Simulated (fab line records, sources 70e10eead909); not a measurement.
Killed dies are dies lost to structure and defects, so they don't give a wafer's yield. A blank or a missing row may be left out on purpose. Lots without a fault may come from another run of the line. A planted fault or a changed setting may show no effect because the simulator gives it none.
fab line records | flow nand_harc
record lots=14 wafers=42 last_day=24
route steps=1159 shown P_CONTACT@247 P_M0@267 P_M1@307 P_M2@339
lots that met no fault: from a run of the same line without faults
start_h: hours from the record's first day to the start of the lot's first wafer shown | wait_h: hours since the lot's step before | " the same as in the row above | L1.1+2: a row that stands for several wafers | - no value, or no start given | * or withheld: withheld | < > ~ a bound
route shown NAME@n: a module of which the file shows steps, and the number in the route of the first | usual: mean/standard deviation of fault-free wafers | same: alike in all rows | chamber/n: place in a boat | sites: the reading at each site | _std_site: their standard deviation | _edge_site: outer sites' mean less inner sites' | radius_mm: how far each site lies from the wafer's centre | mask NAME#n: copy n | behind: the tool/chamber that last shaped the wafer | hold: why the lot was held/for how many hours/how that ended | device: the transistor (n, p or np) that didn't switch | end of line: the same wafers' tests at the end of the route | a step without rows: its recipe alone | killed: dies lost to structure and defects at the first sort, not the wafer's yield | map: a wafer's dies, x killed, . not, _ none there
set.NAME: the setting as run; set.NAME@STEP: as run at that earlier step | model.NAME: the simulator's own value behind a step, which no gauge read
steps of the route over a sample of lots; a table a step, a row a wafer
services: from which hour (start_h, from the record's first day; less than 0 if before it) a tool's chamber was out of use, for how many hours, and why
## steps
# step NHARC_P_CONTACT_ALD_22
# recipe target_thk_a=30 pulse_time_s=1 ald_cycles=150 temp_c=450 material=TiN
# usual heater_power_w=1098/100 precursor_pulse_height_rel=1.002/0.02
# columns lot.wafer tool chamber start_h wait_h heater_power_w precursor_pulse_height_rel
L770.3 ald_metal-03 1 119.10 - 1191 1.032
L770.1 " 2 " " 980 1.005
L770.6 " 2 " " 984 0.997
L772.3 ald_metal-02 2 130.20 - 1226 1.033
L772.4 " 0 " " 1087 1.005
L772.2 " 1 " " 986 1.014
L774.4 ald_metal-02 2 137.97 - 1234 0.992
L774.3 " 0 " " 1068 0.992
L774.5 " 2 " " 1234 1.047
L775.2 ald_metal-02 1 149.42 - 997 0.988
L775.5 " 2 " " 1250 0.989
L775.6 " 3 " " 1267 0.970
L776.3 ald_metal-02 0 153.89 - 1075 1.001
L776.2 " 1 " " 1022 0.989
L776.4 " 3 " " 1288 1.012
L778.4 ald_metal-01 1 164.71 - 999 0.957
L778.2 " 2 " " 1093 0.983
L778.6 " 2 " " 1121 1.013
L777.4 ald_metal-02 1 165.32 - 1030 0.983
L777.1 " 3 " " 1276 1.021
L777.6 " 1 " " 1004 0.979
L781.3 ald_metal-03 0 189.18 - 1042 1.005
L781.1 " 2 " " 916 0.984
L781.4 " 3 " " 1099 0.991
L782.1 ald_metal-01 0 190.23 - 1003 1.015
L782.3 " 1 " " 984 0.982
L782.5 " 2 " " 1101 1.016
L780.3 ald_metal-03 3 192.86 - 1114 0.958
L780.6 " 0 " " 1096 1.024
L780.5 " 1 " " 1177 0.997
L786.3 ald_metal-02 3 216.86 - 1304 0.988
L786.1 " 1 " " 991 1.036
L786.6 " 0 " " 1019 1.014
L787.1 ald_metal-02 2 221.32 - 1155 0.987
L787.3 " 0 " " 1030 0.981
L787.6 " 1 " " 1001 1.000
L788.3 ald_metal-03 3 223.43 - 1112 1.001
L788.1 " 0 " " 1090 1.028
L788.6 " 3 " " 1144 0.994
L792.2 ald_metal-03 0 245.41 - 1070 0.997
L792.3 " 1 " " 1210 0.994
L792.6 " 3 " " 1114 1.005
# step NHARC_P_M0_ETCH_34
# recipe target_depth_a=400 overetch_a=120 time_s=43.94 ion_energy_ev=200 n2_flow_sccm=150 h2_flow_sccm=150 ar_flow_sccm=0 rf_w=400 bias_w=150 chemistry=N2/H2
# usual drypump_motor_current_A=5.7/0.51 h2_flow_sccm=150.0/0.45 mfc_ar_sccm=0.011/0.01 oes_product_au=0.999/0.012 rf_vpp_V=431.0/2.3 showerhead_plenum_p_Torr=2.06/0.078 throttle_valve_pct=14.172/0.0088
# columns lot.wafer tool chamber start_h wait_h drypump_motor_current_A h2_flow_sccm mfc_ar_sccm oes_product_au rf_hours_counter_h rf_vpp_V showerhead_plenum_p_Torr throttle_valve_pct
L770.3 rie_diel-13 0 127.23 0.1 5.7 149.7 0.020 0.974 1 429.3 2.02 14.178
L770.1 " 3 " " 4.7 149.7 0 0.986 1 431.1 2.09 14.164
L770.6 " 1 " " 5.7 150.3 0.005 1.005 - 431.9 2.14 14.157
L772.2 rie_diel-13 2 137.00 0.1 5.8 149.6 0.030 0.999 2 431.9 2.02 14.169
L772.4 " 0 " " 5.7 149.8 0.020 0.988 2 430.1 2.02 14.170
L772.3 " 1 " " 5.7 150.1 0.005 1.012 2 432.0 2.14 14.166
L774.4 rie_diel-13 3 144.78 0.1 4.6 150.1 0 0.988 2 432.1 2.09 14.175
L774.3 " 0 " " 5.8 150.2 0.020 0.982 3 430.7 2.02 14.179
L774.5 " 0 " " 5.8 150.4 0.020 0.981 - 431.3 2.02 14.169
L775.2 rie_diel-06 0 151.81 0.1 6.3 150.7 0 0.996 5 434.3 2.17 14.180
L775.6 " 3 " " 5.5 150.3 0.021 1.012 - 430.6 2.09 14.164
L775.5 " 0 " " 6.3 150.7 0 0.996 - 434.1 2.17 14.183
L776.3 rie_diel-01 1 162.18 0.1 4.8 149.7 0 0.981 1 434.1 2.15 14.166
L776.4 " 2 " " 5.6 150.6 0.027 0.984 1 425.7 1.90 14.177
L776.2 " 3 " " 6.3 150.2 0 0.989 1 434.1 2.17 14.175
L778.2 rie_diel-01 3 171.87 0.1 6.2 150.2 0 0.990 2 433.1 2.17 14.163
L778.4 " 0 " " 6.2 150.1 0 1.023 2 428.7 1.96 14.161
L778.6 " 2 " " 5.6 150.4 0.027 0.991 - 427.9 1.90 14.177
L777.4 rie_diel-06 1 172.41 0.1 6.5 149.3 0.013 1.005 6 427.9 2.00 14.175
L777.1 " 3 " " 5.5 149.9 0.021 1.013 7 432.4 2.09 14.176
L777.6 " 2 " " 5.7 150.4 0.008 0.992 - 427.5 1.97 14.181
L781.1 rie_diel-06 3 192.48 0.1 5.5 149.8 0.021 1.012 8 430.0 2.09 14.162
L781.4 " 0 " " 6.2 149.9 0 0.986 7 434.2 2.17 14.171
L781.3 " 1 " " 6.5 150.0 0.013 1.016 7 429.1 2.00 14.175
L782.3 rie_diel-13 0 192.68 0.1 5.7 150.1 0.020 0.975 6 429.6 2.01 14.178
L782.1 " 1 " " 5.7 150.0 0.005 1.001 7 432.1 2.14 14.170
L782.5 " 3 " " 4.6 150.4 0 0.997 - 433.2 2.09 14.177
L780.3 rie_diel-13 1 195.26 0.1 5.7 149.9 0.005 1.003 8 431.7 2.14 14.161
L780.5 " 2 " " 5.8 149.9 0.030 1.011 - 429.6 2.02 14.179
L780.6 " 0 " " 5.8 150.2 0.020 0.988 - 430.0 2.01 14.167
L786.3 rie_diel-13 2 219.30 0.1 5.8 150.0 0.030 1.010 9 430.5 2.02 14.176
L786.1 " 0 " " 5.8 151.1 0.020 0.979 9 429.9 2.01 14.152
L786.6 " 1 " " 5.7 150.2 0.005 1.008 - 435.0 2.14 14.166
L787.1 rie_diel-06 1 227.88 0.1 6.5 150.3 0.013 1.007 10 428.6 2.00 14.177
L787.3 " 3 " " 5.5 150.6 0.021 1.001 11 432.6 2.09 14.166
L787.6 " 1 " " 6.5 149.9 0.013 1.004 - 429.2 2.00 14.165
L788.1 rie_diel-01 1 228.40 0.1 4.8 150.4 0 1.007 6 434.2 2.15 14.159
L788.3 " 3 " " 6.3 149.5 0 0.997 5 433.9 2.17 14.171
L788.6 " 1 " " 4.8 149.7 0 1.012 - 434.1 2.15 14.166
L792.3 rie_diel-01 0 247.78 0.1 6.2 149.8 0 1.026 7 428.0 1.96 14.178
L792.2 " 2 " " 5.5 148.9 0.027 0.999 7 426.5 1.90 14.177
L792.6 " 1 " " 4.8 150.0 0 0.991 - 433.2 2.15 14.179
# step NHARC_P_M1_PVD_20
# recipe target_thk_a=50 bias_v=168.6 power_w=15000 chamber_pressure_pa=0.12 time_s=8.06 substrate_temp_c=50 material=TaN
# usual bias_v=168.8/1.8 cathode_dc_power_W=15000/2.8 throttle_valve_pct=30.3/0.74
# columns lot.wafer tool chamber start_h wait_h bias_v cathode_dc_power_W throttle_valve_pct
L770.1 pvd_sputter-01 - 132.37 - 167.3 14996 31.3
L770.3 " - " " 168.6 15002 29.5
L770.6 " - " " 167.4 14997 31.5
L772.2 pvd_sputter-01 - 142.16 - 168.9 15003 31.6
L772.4 " - " " 166.6 15001 29.0
L772.3 " - " " 166.0 15005 29.4
L774.3 pvd_sputter-02 - 149.93 - 171.3 15002 31.4
L774.4 " - " " 166.8 15003 30.6
L774.5 " - " " 170.9 14999 30.4
L775.2 pvd_sputter-02 - 156.86 - 168.5 15002 30.5
L775.6 " - " " 167.8 15001 31.1
L775.5 " - " " 166.3 15000 30.3
L776.2 pvd_sputter-02 - 167.26 - 169.6 15000 30.2
L776.3 " - " " 170.3 15006 30.5
L776.4 " - " " 169.4 14995 29.8
L778.4 pvd_sputter-01 - 176.93 - 169.2 15001 30.5
L778.2 " - " " 169.1 15005 29.3
L778.6 " - " " 169.3 15002 31.2
L777.4 pvd_sputter-01 - 177.62 - 171.0 15000 30.2
L777.1 " - " " 169.0 15003 29.5
L777.6 " - " " 168.5 15001 30.0
L781.1 pvd_sputter-01 - 197.52 - 167.3 15001 31.3
L781.4 " - " " 167.6 14996 29.4
L781.3 " - " " 168.0 14995 30.5
L782.1 pvd_sputter-01 - 197.89 - 168.2 15000 31.2
L782.3 " - " " 171.7 14996 29.4
L782.5 " - " " 167.2 15002 30.0
L780.3 pvd_sputter-01 - 200.62 - 168.3 15005 29.3
L780.6 " - " " 169.3 14999 31.1
L780.5 " - " " 169.6 15000 29.9
L786.1 pvd_sputter-02 - 224.40 - 167.5 14998 30.0
L786.3 " - " " 168.8 15001 30.1
L786.6 " - " " 167.7 15003 30.1
L787.1 pvd_sputter-01 - 233.65 - - - -
L787.3 " - " " - - -
L787.6 " - " " - - -
L788.1 pvd_sputter-02 - 233.98 - - - -
L788.3 " - " " - - -
L788.6 " - " " - - -
L792.3 pvd_sputter-01 - 252.88 - 167.3 15000 29.9
L792.2 " - " " 168.1 15005 31.2
L792.6 " - " " 168.9 15001 29.5
# step NHARC_P_M2_PRE_CLEAN_30
# recipe time_s=30 temp_c=280 gas=H2/He
# usual heater_power_w=380/34
# columns lot.wafer tool chamber start_h wait_h heater_power_w
L770.1 pvd_sputter-03 - - - 310
L770.3 " - " " 381
L770.6 " - " " 319
L772.4 pvd_sputter-01 - - - 383
L772.2 " - " " 371
L772.3 " - " " 362
L774.4 pvd_sputter-03 - - - 310
L774.3 " - " " 392
L774.5 " - " " 415
L775.2 pvd_sputter-03 - - - 313
L775.5 " - " " 396
L775.6 " - " " 319
L776.4 pvd_sputter-01 - - - 359
L776.2 " - " " 397
L776.3 " - " " 379
L778.4 pvd_sputter-02 - - - 438
L778.2 " - " " 417
L778.6 " - " " 437
L777.4 pvd_sputter-02 - - - 371
L777.1 " - " " 367
L777.6 " - " " 382
L781.4 pvd_sputter-02 - - - 363
L781.1 " - " " 410
L781.3 " - " " 380
L782.3 pvd_sputter-01 - - - 342
L782.1 " - " " 399
L782.5 " - " " 368
L780.3 pvd_sputter-02 - - - 365
L780.6 " - " " 425
L780.5 " - " " 369
L786.1 pvd_sputter-02 - - - 338
L786.3 " - " " 414
L786.6 " - " " 430
L792.2 pvd_sputter-03 - - - 312
L792.3 " - " " 405
L792.6 " - " " 390
## services
# columns tool chamber start_h hours kind
rie_diel-13 3 97.22 4.7 repair
rie_diel-13 - 99.23 9.0 pm
ald_metal-01 - 102.00 10.0 pm
pvd_sputter-03 - 102.00 10.0 pm
rie_diel-01 3 110.92 4.1 repair
pvd_sputter-01 - 121.60 3.0 repair
rie_diel-01 1 127.68 7.2 repair
rie_diel-01 - 137.80 9.0 pm
ald_metal-03 - 144.07 10.0 pm
rie_diel-13 2 144.91 2.9 repair
pvd_sputter-01 - 149.57 1.4 repair
pvd_sputter-02 - 152.70 2.4 repair
pvd_sputter-01 - 158.00 10.0 pm
ald_metal-02 - 160.68 1.1 repair
ald_metal-01 3 166.84 3.6 repair
pvd_sputter-03 - 171.17 48.7 repair
pvd_sputter-01 - 173.37 2.2 repair
ald_metal-02 0 182.92 27.0 repair
ald_metal-02 - 186.00 10.0 pm
pvd_sputter-02 - 214.00 10.0 pm
ald_metal-01 - 235.68 1.1 repair
rie_diel-06 - 241.20 9.0 pm
ald_metal-02 2 252.81 24.8 repair
ald_metal-01 1 259.57 4.6 repair
## key
first_sign step=NHARC_P_M1_PVD_20 reading=tool_record direction=missing
effect none on later readings
met_at NHARC_P_M1_PVD_20
struck_lots L787,L788
later_rows_left_out L787.1,L787.3,L787.6,L788.1,L788.3,L788.6
sort_left_out L787.1,L787.3,L787.6,L788.1,L788.3,L788.6
not_acting_at NHARC_P_CONTACT_ALD_22,NHARC_P_M0_ETCH_34,NHARC_P_M2_PRE_CLEAN_30
onset_between 224.40 233.65
fault kind=skipped_step_whole tool=pvd_sputter-01,pvd_sputter-02 chamber=- onset_h=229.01 steps=NHARC_P_M1_PVD_20 scope=struck_lots_only
# sort_left_out: the simulated sort isn't trusted on such a fault, so these wafers' sort isn't shown, and their yield isn't known
# later_rows_left_out: the simulator's readings of these wafers behind a module that went badly wrong aren't trusted and aren't shown, but for the sort
